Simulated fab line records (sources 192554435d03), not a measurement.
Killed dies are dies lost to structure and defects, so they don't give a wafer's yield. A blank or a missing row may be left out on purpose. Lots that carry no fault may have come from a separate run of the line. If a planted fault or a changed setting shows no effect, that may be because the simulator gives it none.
Split-lot study | flow n5 finfet | 21 wafers read across 7 lots, on a route 1938 steps long

== THE SPLIT ==
At N5_BEOL_M7_EXPOSE_08 (exposes mask M7), the setting dose mj was moved away from the recipe's 68.25 on 6 of the 21 wafers read, by -7.2% to +2.6%. All remaining wafers had this setting at the recipe value.

== FROM THE SPLIT TO THE READING: what the file shows between them, 7 steps ==
- N5_BEOL_M7_PEB_09: peb time 60 s
- N5_BEOL_M7_DEVELOP_10: develop time 30 s
- N5_BEOL_M7_CD_MEAS_11: target cd 38.5 nm
- N5_BEOL_M7_STRIP_68: strips in N2/H2
- N5_BEOL_M7_STRIP_67: strips in CF4
- N5_BEOL_M7_HM_OPEN_17: chemistry Cl2/BCl3, target TiN, target depth 20 nm, overetch 6 nm
- N5_BEOL_M7_STRIP_19: strips in O2

== THE READING ==
cd nm, in nm, at N5_BEOL_M7_CD_MEAS_18 (pitch 80 nm, target cd 40 nm). Fault-free wafers of this fab line usually give 40.4 nm, standard deviation 0.66 nm.

wafer  | tool, chamber at the split | dose mj as run | against the recipe | cd nm, nm | against lot-mates on the recipe
L086.3 | arfi scanner-02, 0         | 68.25          | recipe             | 40.1      | -
L086.4 | arfi scanner-02, 0         | 68.25          | recipe             | 39.9      | -
L086.6 | arfi scanner-02, 0         | 68.25          | recipe             | 40.5      | -
L088.3 | arfi scanner-02, 0         | 68.25          | recipe             | 39.8      | -
L088.4 | arfi scanner-02, 0         | 68.25          | recipe             | 40.5      | -
L088.5 | arfi scanner-02, 0         | 63.36          | -7.2%              | 36.7      | -3.4
L087.1 | arfi scanner-01, 0         | 68.25          | recipe             | 40.4      | -
L087.3 | arfi scanner-01, 0         | 68.25          | recipe             | 41.0      | -
L087.6 | arfi scanner-01, 0         | 68.25          | recipe             | 40.8      | -
L090.1 | arfi scanner-01, 0         | 68.25          | recipe             | 40.2      | -
L090.5 | arfi scanner-01, 0         | 68.25          | recipe             | 40.5      | -
L090.6 | arfi scanner-01, 0         | 68.25          | recipe             | 40.2      | -
L093.2 | arfi scanner-02, 0         | 64.49          | -5.5%              | 37.3      | -2.1
L093.4 | arfi scanner-02, 0         | 64.49          | -5.5%              | 38.3      | -1.1
L093.5 | arfi scanner-02, 0         | 68.25          | recipe             | 39.4      | -
L096.1 | arfi scanner-01, 0         | 70.03          | +2.6%              | 41.8      | no lot-mate on the recipe
L096.2 | arfi scanner-01, 0         | 70.03          | +2.6%              | 41.2      | no lot-mate on the recipe
L096.6 | arfi scanner-01, 0         | 70.03          | +2.6%              | 41.2      | no lot-mate on the recipe
L097.4 | arfi scanner-02, 0         | 68.25          | recipe             | 40.4      | -
L097.5 | arfi scanner-02, 0         | 68.25          | recipe             | 41.2      | -
L097.6 | arfi scanner-02, 0         | 68.25          | recipe             | 40.2      | -

THE FIT
A straight line over all 21 wafers: cd nm changes by +0.468 nm for each +1% of dose mj; r = +0.94; the points scatter about the line by 0.45 nm.
The same after taking each lot's own level away (the mean of its wafers on the recipe; 18 wafers): +0.38 nm for each +1%; r = +0.91; scatter 0.41 nm.
The reading moves by 2.7 nm for the largest change in dose mj, on that fit.
The span of the lots' own levels, 39.40 to 40.73 nm, comes to 2.0 times the standard deviation stated above.
So the lot-to-lot level changes the slope: the two fits differ.
Check: -2.08 nm against its lot-mates is what the line predicts for one of the wafers moved furthest among these (-7.2%) when that wafer is left out of the fit. Against them it came out at -3.45 nm.

== THESE WAFERS: OTHER SPLITS ==
Note: prior to the reading, these wafers also went through further splits. Each is held against what the fit with the lots' levels taken away leaves over:
other split on the same wafers    | wafers away from the commonest value | r with cd nm (lot level and that fit taken away)
N5_BEOL_M3_ILD_DEP_00 time s      | 8                                    | +0.12
N5_BEOL_M4_COAT_62 spin rpm       | 8                                    | -0.19
N5_BEOL_M4_SPUTTER_94 time s      | 12                                   | -0.06
N5_BEOL_M5_ETCH_68 bias w         | 5                                    | -0.08
N5_BEOL_M5_VIA_ETCH_34 bias w     | 4                                    | -0.01
N5_BEOL_M7_HM_DEP_02 target thk a | 5                                    | -0.10

== THE WHOLE CHAIN: every reading that the file lists as answering this split, in the file's order ==
step                  | what it does                 | reading | change (the file's fit)               | r (the file's)
N5_BEOL_M7_CD_MEAS_11 | target cd 38.5 nm            | cd nm   | +0.448 nm for each +1% of the setting | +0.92
N5_BEOL_M7_CD_MEAS_18 | pitch 80 nm, target cd 40 nm | cd nm   | +0.42 nm for each +1% of the setting  | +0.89

== FILE'S OWN FIT ==
cd nm changes by +0.42 nm for each +1% of dose mj, r = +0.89.
